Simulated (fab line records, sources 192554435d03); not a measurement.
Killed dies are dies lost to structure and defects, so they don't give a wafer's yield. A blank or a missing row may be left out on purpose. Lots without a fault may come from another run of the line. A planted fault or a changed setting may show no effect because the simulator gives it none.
fab line records | flow n5_finfet
record lots=12 wafers=34 last_day=20
route steps=1938 shown BEOL_M11@1539
lots that met no fault: from a run of the same line without faults
start_h: hours from the record's first day to the start of the lot's first wafer shown | wait_h: hours since the lot's step before | " the same as in the row above | L1.1+2: a row that stands for several wafers | - no value, or no start given | * or withheld: withheld | < > ~ a bound
route shown NAME@n: a module of which the file shows steps, and the number in the route of the first | usual: mean/standard deviation of fault-free wafers | same: alike in all rows | chamber/n: place in a boat | sites: the reading at each site | _std_site: their standard deviation | _edge_site: outer sites' mean less inner sites' | radius_mm: how far each site lies from the wafer's centre | mask NAME#n: copy n | behind: the tool/chamber that last shaped the wafer | hold: why the lot was held/for how many hours/how that ended | device: the transistor (n, p or np) that didn't switch | end of line: the same wafers' tests at the end of the route | a step without rows: its recipe alone | killed: dies lost to structure and defects at the first sort, not the wafer's yield | map: a wafer's dies, x killed, . not, _ none there
set.NAME: the setting as run; set.NAME@STEP: as run at that earlier step | model.NAME: the simulator's own value behind a step, which no gauge read
steps of the route over a sample of lots; a table a step, a row a wafer
services: from which hour (start_h, from the record's first day; less than 0 if before it) a tool's chamber was out of use, for how many hours, and why
## steps
# step N5_BEOL_M11_PECVD_70
# recipe material=SiO2 target_thk_a=200 temp_c=400 precursor=TEOS/O2 pressure_torr=5.5 rf_w=450 teos_flow_sccm=53.8 gas=O2 flow_sccm=3000 time_s=22.7
# usual heater_power_w=710/88 showerhead_plenum_p_Torr=8.82/0.095 throttle_valve_pct=22.4/1.3
# columns lot.wafer tool chamber start_h wait_h heater_power_w showerhead_plenum_p_Torr throttle_valve_pct
L767.1 pecvd-04 2 293.56 0.0 674 8.85 21.5
L767.3 " 0 " " 574 8.98 23.0
L767.5 " 2 " " 700 8.84 21.4
L768.3 pecvd-03 2 296.96 0.0 723 8.69 20.3
L768.5 " 1 " " 821 8.68 22.8
L768.6 " 2 " " 717 8.68 20.5
L770.1 pecvd-02 1 307.88 0.0 671 8.78 21.9
L770.3 " 2 " " 738 8.71 21.0
L770.6 " 1 " " 659 8.79 22.0
L771.1 pecvd-02 2 313.21 0.0 699 8.73 21.0
L771.3 " 0 " " 512 8.94 22.2
L771.4 " 0 " " 508 8.91 22.2
L773.1 pecvd-02 0 319.73 0.0 593 8.93 21.9
L773.2 " 1 " " 717 8.79 22.1
L773.4 " 0 " " 574 8.92 22.2
L775.1 pecvd-04 2 346.72 0.0 824 8.85 21.6
L775.4 " 0 " " 670 8.98 22.5
L775.6 " 1 " " 774 8.82 24.9
L777.2 pecvd-02 0 349.31 0.0 576 8.95 22.1
L777.4 " 2 " " 720 8.74 21.1
L777.5 " 1 " " 699 8.75 21.8
L776.2 pecvd-04 0 349.78 0.0 599 8.96 22.9
L776.3 " 2 " " 793 8.86 21.7
L776.5 " 2 " " 793 8.86 21.7
L779.1 pecvd-04 2 381.56 0.0 786 8.84 21.8
L779.4 " 2 " " 777 8.84 21.6
L779.5 " 0 " " 591 8.98 23.0
L782.4 pecvd-04 0 382.47 0.1 603 9.00 22.4
L782.5 " 1 " " 692 8.84 24.8
L781.2 pecvd-04 0 384.15 0.0 690 8.99 22.8
L781.5 " 0 " " 677 8.98 22.7
L786.4 pecvd-03 1 425.58 0.1 879 8.70 23.1
L786.5 " 0 " " 819 8.80 23.1
L786.6 " 2 " " 803 8.72 20.3
# step N5_BEOL_M11_OVL_MEAS_29
# recipe points_per_wafer=44
# usual V10_OVL=0.1/0.68
# columns lot.wafer tool chamber start_h wait_h V10_OVL[nm]
L768.3 overlay-01 0 302.18 0.0 0.3
L768.5 " 0 " " 0.1
L768.6 " 0 " " 0.7
L767.1 overlay-01 0 302.35 0.0 -0.1
L767.3 " 0 " " -1.0
L767.5 " 0 " " -0.2
L770.1 overlay-01 0 309.93 0.0 1.1
L770.3 " 0 " " 0.9
L770.6 " 0 " " 0.0
L771.1 overlay-01 0 315.87 0.0 0.5
L771.3 " 0 " " 0.5
L771.4 " 0 " " -0.4
L773.1 overlay-01 0 322.47 0.0 0.3
L773.2 " 0 " " 0.6
L773.4 " 0 " " 0.1
L775.1 overlay-01 0 349.94 0.0 0.8
L775.4 " 0 " " 0.8
L775.6 " 0 " " 0.6
L777.2 overlay-01 0 353.29 0.0 -0.9
L777.4 " 0 " " 0.6
L777.5 " 0 " " -0.2
L776.2 overlay-01 0 354.16 0.0 0.0
L776.3 " 0 " " -0.4
L776.5 " 0 " " 0.8
L779.1 overlay-02 0 385.70 0.0 1.2
L779.4 " 0 " " 1.0
L779.5 " 0 " " -0.6
L782.4 overlay-01 0 385.87 0.0 -0.4
L782.5 " 0 " " -1.0
L781.2 overlay-01 0 388.64 0.0 -0.6
L781.5 " 0 " " 0.6
L786.4 overlay-01 0 428.75 0.0 -0.1
L786.5 " 0 " " 0.2
L786.6 " 0 " " -0.5
# step N5_BEOL_M11_ETCH_65
# recipe chemistry=CF4 target=SiARC target_depth_a=390 mask_material=CAR-ArF time_s=65 ion_energy_ev=80 pressure_mtorr=40 source_w=545 bias_w=36 Ar_flow_sccm=100 cf4_flow_sccm=100 ends=cleared
# usual drypump_motor_current_A=5.8/0.38 etch_rf_on_time_s=64.9/0.88 oes_product_au=0.66/0.076 rf_vpp_V=183.8/1.2 showerhead_plenum_p_Torr=2.12/0.064 throttle_valve_pct=15.66/0.25
# columns lot.wafer tool chamber start_h wait_h drypump_motor_current_A etch_rf_on_time_s oes_product_au rf_hours_counter_h rf_vpp_V showerhead_plenum_p_Torr throttle_valve_pct
L768.3 rie_diel-05 3 302.70 0.0 6.4 64.0 0.64 178 183.1 2.13 15.93
L768.5 " 1 " " 5.3 64.2 0.73 - 183.3 2.17 15.33
L768.6 " 0 " " 5.8 66.3 0.57 - 183.5 2.11 15.58
L767.1 rie_diel-03 2 302.81 0.0 5.7 65.6 0.58 238 182.4 2.03 15.84
L767.3 " 1 " " 5.8 65.0 0.60 216 183.3 2.12 16.00
L767.5 " 1 " " 5.7 65.2 0.60 - 184.7 2.12 16.00
L770.1 rie_diel-05 2 310.10 0.0 6.2 64.4 0.76 37 183.5 2.10 15.59
L770.3 " 1 " " 5.3 64.9 0.73 69 183.7 2.17 15.33
L770.6 " 1 " " 5.3 65.5 0.72 - 183.9 2.17 15.33
L771.1 rie_diel-05 2 315.96 0.0 6.2 63.6 0.76 40 183.0 2.10 15.61
L771.3 " 1 " " 5.3 64.8 0.72 72 183.3 2.17 15.34
L771.4 " 1 " " 5.3 64.8 0.72 - 184.3 2.16 15.33
L773.1 rie_diel-02 3 322.56 0.0 5.9 64.7 0.60 215 181.9 2.04 15.67
L773.2 " 1 " " 5.6 65.2 0.62 197 182.2 2.04 15.85
L773.4 " 3 " " 5.9 63.8 0.61 - 183.0 2.04 15.67
L775.1 rie_diel-02 2 352.03 0.0 6.0 63.8 0.69 111 183.7 2.07 15.67
L775.4 " 1 " " 5.6 65.6 0.61 - 182.1 2.03 15.90
L775.6 " 3 " " 5.9 64.0 0.60 - 182.7 2.04 15.68
L777.2 rie_diel-05 0 354.41 0.0 5.8 65.6 0.82 3 184.8 2.11 15.10
L777.4 " 3 " " 6.4 64.2 0.62 203 184.5 2.12 16.00
L777.5 " 0 " " 5.8 65.5 0.84 - 184.0 2.11 15.11
L776.2 rie_diel-05 3 355.10 0.0 6.4 65.3 0.61 203 184.2 2.12 15.97
L776.3 " 1 " " 5.4 65.2 0.70 94 184.2 2.16 15.39
L776.5 " 0 " " 5.8 65.8 0.82 - 184.0 2.11 15.10
L779.1 rie_diel-02 1 385.80 0.0 5.6 65.8 0.60 212 183.1 2.03 15.91
L779.4 " 2 " " 6.1 63.7 0.68 124 181.9 2.07 15.71
L779.5 " 0 " " 4.8 64.3 0.75 - 184.2 2.17 15.56
L782.4 rie_diel-05 1 385.99 0.0 5.3 64.3 0.70 - 183.4 2.15 15.40
L782.5 " 0 " " 5.8 40.3 1.07 - 185.4 2.11 15.13
L781.2 rie_diel-05 1 388.73 0.0 5.4 40.2 0.93 104 183.3 2.15 15.42
L781.5 " 1 " " 5.4 40.1 0.93 - 184.4 2.15 15.40
L786.4 rie_diel-03 3 428.85 0.0 5.5 65.8 0.56 241 185.3 2.19 15.88
L786.5 " 0 " " 6.0 64.2 0.65 - 186.0 2.22 15.77
L786.6 " 3 " " 5.5 65.8 0.57 - 185.2 2.19 15.87
# step N5_BEOL_M11_DEGAS_44
# recipe ambient=vacuum temp_c=250 time_s=60
# usual heater_power_w=339/36
# columns lot.wafer tool chamber start_h wait_h heater_power_w
L767.1 pvd_sputter-02 - 303.84 0.3 360
L767.3 " - " " 379
L767.5 " - " " 331
L768.3 pvd_sputter-03 - 304.00 0.3 295
L768.5 " - " " 293
L768.6 " - " " 337
L770.1 pvd_sputter-02 - 311.30 0.3 378
L770.3 " - " " 321
L770.6 " - " " 377
L771.1 pvd_sputter-02 - 317.13 0.5 385
L771.3 " - " " 324
L771.4 " - " " 361
L773.1 pvd_sputter-02 - 323.53 0.3 380
L773.2 " - " " 359
L773.4 " - " " 316
L775.1 pvd_sputter-02 - 353.63 0.9 366
L775.4 " - " " 376
L775.6 " - " " 325
L777.2 pvd_sputter-02 - 356.84 1.7 361
L777.4 " - " " 371
L777.5 " - " " 319
L776.2 pvd_sputter-01 - 357.29 1.4 355
L776.3 " - " " 355
L776.5 " - " " 361
L779.1 pvd_sputter-02 - 386.89 0.4 316
L779.4 " - " " 373
L779.5 " - " " 355
L782.4 pvd_sputter-02 - 386.97 0.1 381
L782.5 " - " " 381
L781.2 pvd_sputter-03 - 390.33 0.5 289
L781.5 " - " " 282
L786.4 pvd_sputter-03 - 430.12 0.2 286
L786.5 " - " " 284
L786.6 " - " " 348
## services
# columns tool chamber start_h hours kind
rie_diel-05 2 281.14 7.1 repair
rie_diel-02 0 294.77 12.3 repair
pecvd-04 - 310.65 2.8 pm
rie_diel-03 1 312.30 15.5 repair
rie_diel-05 3 315.21 3.1 repair
rie_diel-05 0 321.37 - clean
rie_diel-05 0 321.37 - consumable_replace:focus_ring
rie_diel-05 0 321.37 26.0 scheduled_down
rie_diel-02 2 322.19 4.5 repair
rie_diel-03 - 327.21 28.1 pm
rie_diel-05 - 329.22 0.3 repair
rie_diel-02 - 332.96 1.8 repair
pecvd-02 - 345.51 2.8 pm
rie_diel-02 0 350.85 2.9 repair
pecvd-03 - 362.37 1.5 repair
rie_diel-02 - 368.45 4.3 pm
rie_diel-03 - 374.24 1.1 repair
rie_diel-05 3 381.29 7.0 repair
pecvd-03 2 387.41 5.1 repair
pecvd-04 - 401.74 1.5 repair
rie_diel-03 - 408.89 2.8 pm
rie_diel-02 - 412.46 0.3 repair
pecvd-04 - 420.68 0.7 repair
pecvd-02 2 425.19 1.8 repair
## key
first_sign step=N5_BEOL_M11_ETCH_65 reading=etch_rf_on_time_s direction=down sigmas=28 usual=* struck=*
effect step=N5_BEOL_M11_ETCH_65 reading=oes_product_au direction=up sigmas=4.1 usual=0.66 struck=0.97
met_at N5_BEOL_M11_ETCH_65
struck_lots L781,L782
struck_wafers L781.2,L781.5,L782.5
not_acting_at N5_BEOL_M11_PECVD_70,N5_BEOL_M11_OVL_MEAS_29,N5_BEOL_M11_DEGAS_44
onset_between 355.10 385.99
fault kind=process_parameter_drift tool=rie_diel-05 chamber=- onset_h=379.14 steps=N5_BEOL_M11_ETCH_65 channel=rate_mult offset=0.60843 shape=step end_h=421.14 scope=struck_wafers_only
